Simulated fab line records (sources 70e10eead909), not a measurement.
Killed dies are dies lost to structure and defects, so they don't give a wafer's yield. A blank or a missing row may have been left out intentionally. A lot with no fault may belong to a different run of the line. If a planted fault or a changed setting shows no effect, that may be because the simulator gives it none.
Which tool did it? -- flow nandHarc -- Sampling: 13 lots, 39 wafers, 6 of 1159 route steps

## WHAT THE GAUGES READ, wafer by wafer
NHARC_P_BONDPAD_THK_MEAS_20: measures by xrf. Usual: thkNm at 161.2 nm, with a standard deviation of 1.4.
lot,measured,on,thkNm (nm),flag
L774,day 8 23:38,filmMetro-01,162.2 160.7 161.7,
L775,day 9 01:15,filmMetro-01,163.3 161.4 160.8,
L780,day 9 12:11,filmMetro-02,159.1 161.9 161.8,
L779,day 9 14:01,filmMetro-02,160.2 160.6 162.8,
L778,day 9 16:49,filmMetro-02,161.5 162.3 159.1,
L781,day 9 19:04,filmMetro-01,161.1 161.0 159.4,
L785,day 10 00:56,filmMetro-01,161.3 162.4 159.3,
L789,day 10 14:24,filmMetro-02,161.7 160.5 161.9,
L791,day 10 16:46,filmMetro-02,162.2 161.0 159.5,
L790,day 10 17:34,filmMetro-01,159.6 159.5 159.6,
L792,day 11 01:55,filmMetro-02,157.7 162.8 160.1,
L793,day 11 07:17,filmMetro-01,161.9 160.2 162.6,
L794,day 11 08:17,filmMetro-02,160.8 162.1 158.8,

NHARC_A_START_INSPECT_01. Usual: rawDefectCount at 3.3, with a standard deviation of 1.8.
lot,measured,on,rawDefectCount,flag
L774,day 9 00:20,defectInspect-01,3 3 6,
L775,day 9 01:59,defectInspect-01,5 1 4,
L780,day 9 12:54,defectInspect-02,1 4 4,
L779,day 9 14:43,defectInspect-01,3 8 2,
L778,day 9 17:31,defectInspect-01,2 3 3,
L781,day 9 19:44,defectInspect-02,1 4 6,
L785,day 10 01:38,defectInspect-01,2 1 4,
L789,day 10 15:05,defectInspect-01,2 6 2,
L791,day 10 17:26,defectInspect-02,3 2 4,
L790,day 10 18:19,defectInspect-01,0 4 3,
L792,day 11 02:35,defectInspect-01,1 5 3,
L793,day 11 08:00,defectInspect-02,2 3 4,
L794,day 11 08:59,defectInspect-02,4 6 2,

NHARC_A_ONON_D1_THK_MEAS_02: measures by ellipsometry. Usual: thkNm at 1003 nm, with a standard deviation of 9.7.
lot,measured,on,thkNm (nm),flag
L774,day 10 02:38,filmMetro-01,989 988 989,
L775,day 10 03:02,filmMetro-02,1005 1006 1007,
L780,day 10 12:41,filmMetro-02,999 999 999,
L779,day 10 12:41,filmMetro-01,996 997 995,
L778,day 10 17:27,filmMetro-01,1010 1009 1010,
L781,day 10 17:28,filmMetro-02,989 991 989,
L785,day 11 02:01,filmMetro-01,1002 1003 1001,
L789,day 11 10:58,filmMetro-01,615 614 616,OFF
L791,day 11 10:42,filmMetro-02,1008 1007 1008,
L790,day 11 17:28,filmMetro-01,585 585 584,OFF
L792,day 12 03:05,filmMetro-01,1005 1007 1005,
L793,day 12 07:45,filmMetro-01,1011 1011 1012,
L794,day 12 07:45,filmMetro-02,1013 1011 1012,

NHARC_END_SORT_01. Usual: killedAtArray 29, standard deviation 11; killedAtOther 0.5, standard deviation 0.85; killedAtPeriphery 3.0, standard deviation 2.3; killedDies 33, standard deviation 12; killedOpen 3.3, standard deviation 1.9; killedShort 2.0, standard deviation 1.5.
lot,measured,on,killedAtArray,killedAtOther,killedAtPeriphery,killedDies,killedOpen,killedShort,flag
L789,day 28 01:59,prober-01,673 675 673,1 0 0,3 2 4,677 677 677,7 1 4,1 0 0,OFF
L790,day 27 12:46,prober-01,670 666 672,0 0 0,7 11 5,677 677 677,2 1 4,0 2 4,OFF

## EACH LOT AND THE TOOL THAT RAN IT (in order: tool; ch and the chambers of the sampled wafers; start)
lot,NHARC_A_ONON_D1_DEP_00,NHARC_A_ONON_D1_DEP_33
L774,"pecvdOnon-04 ch 0, day 10 02:07","pecvd-03 ch 0,1, day 10 17:53"
L775,"pecvdOnon-03 ch 0, day 10 02:29","pecvd-01 ch 0,2, day 10 17:52"
L780,"pecvdOnon-03 ch 0, day 10 12:14","pecvd-04 ch 0,1,2, day 11 04:56"
L779,"pecvdOnon-02 ch 0, day 10 12:21","pecvd-04 ch 0,1,2, day 11 06:04"
L778,"pecvdOnon-03 ch 0, day 10 17:07","pecvd-04 ch 0,1,2, day 11 05:22"
L781,"pecvdOnon-02 ch 0, day 10 16:57","pecvd-03 ch 1,2, day 11 05:57"
L785,"pecvdOnon-03 ch 0, day 11 01:30","pecvd-01 ch 0,1, day 11 15:59"
L789,"pecvdOnon-03 ch 0, day 11 10:27","pecvd-03 ch 0,2, day 12 00:13"
L791,"pecvdOnon-02 ch 0, day 11 10:11","pecvd-01 ch 1,2, day 11 23:59"
L790,"pecvdOnon-03 ch 0, day 11 17:08","pecvd-04 ch 0,1,2, day 12 05:18"
L792,"pecvdOnon-04 ch 0, day 12 02:34","pecvd-04 ch 0,1,2, day 12 15:43"
L793,"pecvdOnon-02 ch 0, day 12 07:14","pecvd-04 ch 0,1, day 12 21:27"
L794,"pecvdOnon-04 ch 0, day 12 07:17","pecvd-03 ch 0,1, day 12 21:26"
- NHARC_A_ONON_D1_DEP_00: target thk 1000 nm.
- NHARC_A_ONON_D1_DEP_33: deposits SiO2, target thk 200 nm.

## WHAT THE TOOLS THEMSELVES READ (means of the sampled wafers that have a number; where no wafer has one, the mark that the record gives instead)
NHARC_A_ONON_D1_DEP_00. Usual: n2oFlowSccm 1998 sccm, standard deviation 5.9; sih4FlowSccm 210.0 sccm, standard deviation 0.65; susceptorTempC 399.98 C, standard deviation 0.18.
lot,tool,n2oFlowSccm (sccm),sih4FlowSccm (sccm),susceptorTempC (C),flag
L774,pecvdOnon-04,2004,209.5,400.10,
L775,pecvdOnon-03,2000,210.4,399.95,
L780,pecvdOnon-03,1993,210.0,399.96,
L779,pecvdOnon-02,2000,209.0,399.95,
L778,pecvdOnon-03,2002,210.7,399.97,
L781,pecvdOnon-02,1998,209.7,400.22,
L785,pecvdOnon-03,1991,209.7,400.17,
L789,pecvdOnon-03,1996,209.8,400.05,
L791,pecvdOnon-02,1991,210.0,399.90,
L790,pecvdOnon-03,1994,209.4,400.01,
L792,pecvdOnon-04,1997,210.1,400.12,
L793,pecvdOnon-02,1996,209.2,399.90,
L794,pecvdOnon-04,1992,209.8,399.91,

NHARC_A_ONON_D1_DEP_33. Usual: heaterPowerW 538 W, standard deviation 83; susceptorTempC 400.02 C, standard deviation 0.22; throttleValvePct 15.9 %, standard deviation 0.51.
lot,tool,heaterPowerW (W),susceptorTempC (C),throttleValvePct (%),flag
L774,pecvd-03,640,400.05,15.3,
L775,pecvd-01,582,399.91,15.7,
L780,pecvd-04,449,400.20,16.0,
L779,pecvd-04,471,399.92,16.0,
L778,pecvd-04,507,400.09,15.9,
L781,pecvd-03,528,400.16,15.6,
L785,pecvd-01,559,400.24,16.5,
L789,pecvd-03,648,399.86,15.1,
L791,pecvd-01,583,400.05,16.0,
L790,pecvd-04,513,399.79,16.1,
L792,pecvd-04,492,400.06,15.9,
L793,pecvd-04,453,399.93,15.7,
L794,pecvd-03,585,399.96,15.5,

## THE ANSWER, worked out from the rows above alone
Rule: lot off if the mean of its wafers having a number is beyond 3 standard deviations from the usual mean. Also off: a lot with no number at a reading for which 4 or more lots have one. The other lots that the step has rows for count as sound. After the gauges, taken in route order, come the tools' own readings; for these a lot's mean is taken, as printed above. At the first step where some lot is off, the reading lying furthest off is the one used; lots without a number count as furthest.
Off at NHARC_A_ONON_D1_THK_MEAS_02 (thkNm): L789, L790.
A tool fits if, at a process step before that reading, it ran every lot that is off, and no sound lot after the first of them. The gauges at NHARC_A_ONON_D1_THK_MEAS_02 aren't tried: what is off there is off at NHARC_END_SORT_01 too, on other tools, and a gauge's error can't cause that. One fits: NHARC_A_ONON_D1_DEP_00 on pecvdOnon-03. Its last sound lot is L785 (day 11 01:30), its first lot that is off L789 (day 11 10:27): a fault that began between those two fits.

## WHAT THE SIMULATOR HAD PUT IN
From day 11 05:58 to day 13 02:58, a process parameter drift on pecvdOnon-03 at NHARC_A_ONON_D1_DEP_00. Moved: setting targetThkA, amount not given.
Lots struck among those shown: L789, L790. The rule above reached the same finding.
